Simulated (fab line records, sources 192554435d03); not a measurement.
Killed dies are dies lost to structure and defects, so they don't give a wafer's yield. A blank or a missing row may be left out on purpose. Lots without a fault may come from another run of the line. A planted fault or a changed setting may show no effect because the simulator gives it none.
Which tool did it? | flow n5_finfet | 9 lots, 27 wafers sampled, at 7 steps of a route of 1938

WHAT THE GAUGES READ, wafer by wafer
N5_BEOL_M7_OCD_MEAS_38.
lot  | measured     | on     | trench_depth_nm (nm)
L540 | day 9 02:11  | ocd-01 | 92.9 92.1 93.1
L545 | day 10 02:22 | ocd-02 | 96.9 102.4 96.4
L546 | day 10 19:56 | ocd-02 | 92.3 91.9 91.2
L553 | day 11 15:13 | ocd-01 | 92.7 92.2 92.3
L552 | day 11 20:25 | ocd-02 | 97.3 92.7 93.5
L555 | day 12 23:19 | ocd-02 | 92.7 96.8 96.2
L558 | day 13 07:19 | ocd-02 | 91.2 94.0 91.5
L561 | day 14 03:53 | ocd-01 | 94.7 92.7 93.0
L563 | day 14 16:43 | ocd-01 | 95.5 93.4 93.0

N5_BEOL_M7_THK_MEAS_53: measures by xrf.
lot  | measured     | on            | M7_THK (nm)
L540 | day 9 04:12  | film_metro-01 | 79.8 80.2 81.3
L545 | day 10 05:28 | film_metro-02 | 82.2 90.7 83.0
L546 | day 10 23:20 | film_metro-01 | 79.5 79.6 77.8
L553 | day 11 18:18 | film_metro-01 | 79.0 78.4 79.3
L552 | day 11 22:29 | film_metro-01 | 81.7 78.9 79.6
L555 | day 13 01:58 | film_metro-02 | 77.7 82.1 82.2
L558 | day 13 12:29 | film_metro-01 | 78.6 80.7 78.6
L561 | day 14 07:32 | film_metro-01 | 82.5 79.0 79.3
L563 | day 14 19:31 | film_metro-01 | 83.0 80.7 79.8

N5_BEOL_M7_RS_MEAS_57: measures by four-point-probe.
lot  | measured     | on            | M7_RS (ohm/sq)
L540 | day 9 04:20  | film_metro-02 | 0.292 0.290 0.287
L545 | day 10 05:37 | film_metro-01 | 0.278 0.249 0.277
L546 | day 10 23:28 | film_metro-02 | 0.289 0.290 0.296
L553 | day 11 18:26 | film_metro-01 | 0.288 0.290 0.286
L552 | day 11 22:37 | film_metro-01 | 0.279 0.292 0.290
L555 | day 13 02:05 | film_metro-02 | 0.295 0.277 0.276
L558 | day 13 12:37 | film_metro-01 | 0.294 0.285 0.293
L561 | day 14 07:42 | film_metro-02 | 0.277 0.291 0.288
L563 | day 14 19:38 | film_metro-01 | 0.276 0.283 0.287

WHICH TOOL RAN EACH LOT (tool, then ch and the chambers of the sampled wafers, then the start)
lot  | N5_BEOL_M7_STRIP_36                | N5_BEOL_M7_TRENCH_ETCH_37          | N5_BEOL_M7_CURE_75            | N5_BEOL_M7_SURFACE_TREAT_79
L540 | rie_diel-01 ch 0,2, day 9 01:59    | rie_diel-01 ch 0,2, day 9 02:02    | uv_cure-02 ch 1, day 9 02:23  | pvd_sputter-03, day 9 03:12
L545 | rie_diel-01 ch 0,3, day 10 02:11   | rie_diel-01 ch 0,3, day 10 02:13   | uv_cure-02 ch 1, day 10 02:40 | pvd_sputter-02, day 10 03:40
L546 | rie_diel-03 ch 1,2,3, day 10 19:44 | rie_diel-03 ch 1,2,3, day 10 19:47 | uv_cure-01 ch 0, day 10 20:14 | pvd_sputter-01, day 10 21:03
L553 | rie_diel-03 ch 2,3, day 11 15:01   | rie_diel-03 ch 2,3, day 11 15:04   | uv_cure-01 ch 1, day 11 15:25 | pvd_sputter-03, day 11 17:05
L552 | rie_diel-03 ch 0,2,3, day 11 20:13 | rie_diel-03 ch 0,2,3, day 11 20:16 | uv_cure-01 ch 2, day 11 20:37 | pvd_sputter-02, day 11 21:26
L555 | rie_diel-03 ch 0,1, day 12 23:07   | rie_diel-03 ch 0,1, day 12 23:10   | uv_cure-01 ch 0, day 12 23:35 | pvd_sputter-02, day 13 00:30
L558 | rie_diel-04 ch 1,2,3, day 13 07:07 | rie_diel-04 ch 1,2,3, day 13 07:09 | uv_cure-02 ch 0, day 13 07:33 | pvd_sputter-03, day 13 10:22
L561 | rie_diel-04 ch 1,2,3, day 14 03:40 | rie_diel-04 ch 1,2,3, day 14 03:43 | uv_cure-03 ch 0, day 14 04:10 | pvd_sputter-03, day 14 06:30
L563 | rie_diel-04 ch 0,2,3, day 14 16:31 | rie_diel-04 ch 0,2,3, day 14 16:34 | uv_cure-01 ch 0, day 14 16:58 | pvd_sputter-03, day 14 17:56
- N5_BEOL_M7_STRIP_36: strips in N2/H2.
- N5_BEOL_M7_TRENCH_ETCH_37: etches SiCOH lowk in C4F6/O2, target depth 93.478 nm, time 31.2 s.
- N5_BEOL_M7_CURE_75: cures SiCOH lowk, time 120 s.
- N5_BEOL_M7_SURFACE_TREAT_79

WHAT THE TOOLS THEMSELVES READ (means of the sampled wafers that have a number; where no wafer has one, the mark that the record gives instead)
N5_BEOL_M7_STRIP_36.
lot  | tool        | drypump_motor_current_A (A) | n2_flow_sccm (sccm) | oes_product_au (a.u.) | rf_vpp_V (V) | showerhead_plenum_p_Torr (Torr) | throttle_valve_pct (%)
L540 | rie_diel-01 | 5.2                         | 200.3               | 0.81                  | 59.6         | 2.63                            | 23.93
L545 | rie_diel-01 | 5.3                         | 200.0               | 0.87                  | 60.2         | 2.62                            | 23.68
L546 | rie_diel-03 | 5.4                         | 199.8               | 0.82                  | 58.8         | 2.56                            | 23.80
L553 | rie_diel-03 | 5.2                         | 200.2               | 0.80                  | 58.9         | 2.59                            | 23.92
L552 | rie_diel-03 | 5.2                         | 200.4               | 0.85                  | 60.0         | 2.61                            | 23.75
L555 | rie_diel-03 | 5.5                         | 199.5               | 0.87                  | 59.1         | 2.66                            | 23.50
L558 | rie_diel-04 | 6.0                         | 200.0               | 0.82                  | 59.0         | 2.48                            | 23.51
L561 | rie_diel-04 | 6.0                         | 200.0               | 0.81                  | 59.2         | 2.48                            | 23.53
L563 | rie_diel-04 | 6.0                         | 200.1               | 0.83                  | 59.1         | 2.52                            | 23.50

N5_BEOL_M7_TRENCH_ETCH_37.
lot  | tool        | bias_w (W) | drypump_motor_current_A (A) | mfc_ar_sccm (sccm) | oes_ar_750_au (a.u.) | oes_product_au (a.u.) | rf_vpp_V (V) | showerhead_plenum_p_Torr (Torr) | throttle_valve_pct (%)
L540 | rie_diel-01 | 184.1      | 5.2                         | 299.4              | 0.80                 | 0.79                  | 667          | 2.95                            | 20.99
L545 | rie_diel-01 | 206.1      | 5.3                         | 299.3              | 0.85                 | 0.88                  | 730          | 2.93                            | 20.91
L546 | rie_diel-03 | 184.6      | 5.3                         | 298.9              | 0.82                 | 0.82                  | 662          | 2.88                            | 21.06
L553 | rie_diel-03 | 185.9      | 5.2                         | 300.9              | 0.81                 | 0.80                  | 660          | 2.90                            | 21.19
L552 | rie_diel-03 | 185.2      | 5.1                         | 299.9              | 0.85                 | 0.85                  | 663          | 2.92                            | 21.08
L555 | rie_diel-03 | 185.1      | 5.4                         | 300.8              | 0.87                 | 0.88                  | 663          | 2.98                            | 20.90
L558 | rie_diel-04 | 185.2      | 6.0                         | 299.0              | 0.82                 | 0.81                  | 664          | 2.79                            | 20.83
L561 | rie_diel-04 | 185.2      | 6.0                         | 300.1              | 0.80                 | 0.81                  | 664          | 2.79                            | 20.84
L563 | rie_diel-04 | 184.9      | 6.0                         | 300.9              | 0.84                 | 0.84                  | 667          | 2.84                            | 20.92

N5_BEOL_M7_CURE_75.
lot  | tool       | lamp_power_pct (%) | wafer_temp_C_max
L540 | uv_cure-02 | 52.34              | 371.7
L545 | uv_cure-02 | 52.34              | 372.3
L546 | uv_cure-01 | 52.33              | 371.4
L553 | uv_cure-01 | 52.30              | 372.1
L552 | uv_cure-01 | 52.33              | 371.9
L555 | uv_cure-01 | 52.40              | 371.0
L558 | uv_cure-02 | 52.31              | 372.2
L561 | uv_cure-03 | 52.28              | 372.1
L563 | uv_cure-01 | 52.31              | 371.3

THE ANSWER, worked out from the rows above alone
Rule: what is usual is taken from the lots themselves. Put in order of their means at a reading, lots are off if they are a third of the lots or fewer, leave a main group of 4 or more, and stand apart from it by a gap of 3 or more times the standard deviation of the main group's means; of several such gaps the widest counts. A main group whose means are all the same, to the digits that the tables above print for the reading, isn't used. A lot without any number at a reading at which 4 lots or more have one is off too. The other lots that the step has rows for count as sound. The gauges are gone through in route order, then the tools' own readings, and for those a lot's mean is taken as printed above. The first step at which some lot is off is used, and at that step the reading that is off furthest; a lot without a number counts as furthest.
Off: L545, at N5_BEOL_M7_THK_MEAS_53 (M7_THK). The main group: mean 80.0 nm, standard deviation 0.78.
A tool fits if, at a process step before that reading, it ran every lot that is off, and no sound lot after the first of them. The gauges at N5_BEOL_M7_THK_MEAS_53 aren't tried: what is off there is off at N5_BEOL_M7_RS_MEAS_57 too, on other tools, and a gauge's error can't cause that. One fits: rie_diel-01 at N5_BEOL_M7_STRIP_36 and N5_BEOL_M7_TRENCH_ETCH_37. At N5_BEOL_M7_STRIP_36 its last sound lot is L540 (day 9 01:59), its first lot that is off L545 (day 10 02:11): a fault that began between those two fits.

WHAT THE SIMULATOR HAD PUT IN
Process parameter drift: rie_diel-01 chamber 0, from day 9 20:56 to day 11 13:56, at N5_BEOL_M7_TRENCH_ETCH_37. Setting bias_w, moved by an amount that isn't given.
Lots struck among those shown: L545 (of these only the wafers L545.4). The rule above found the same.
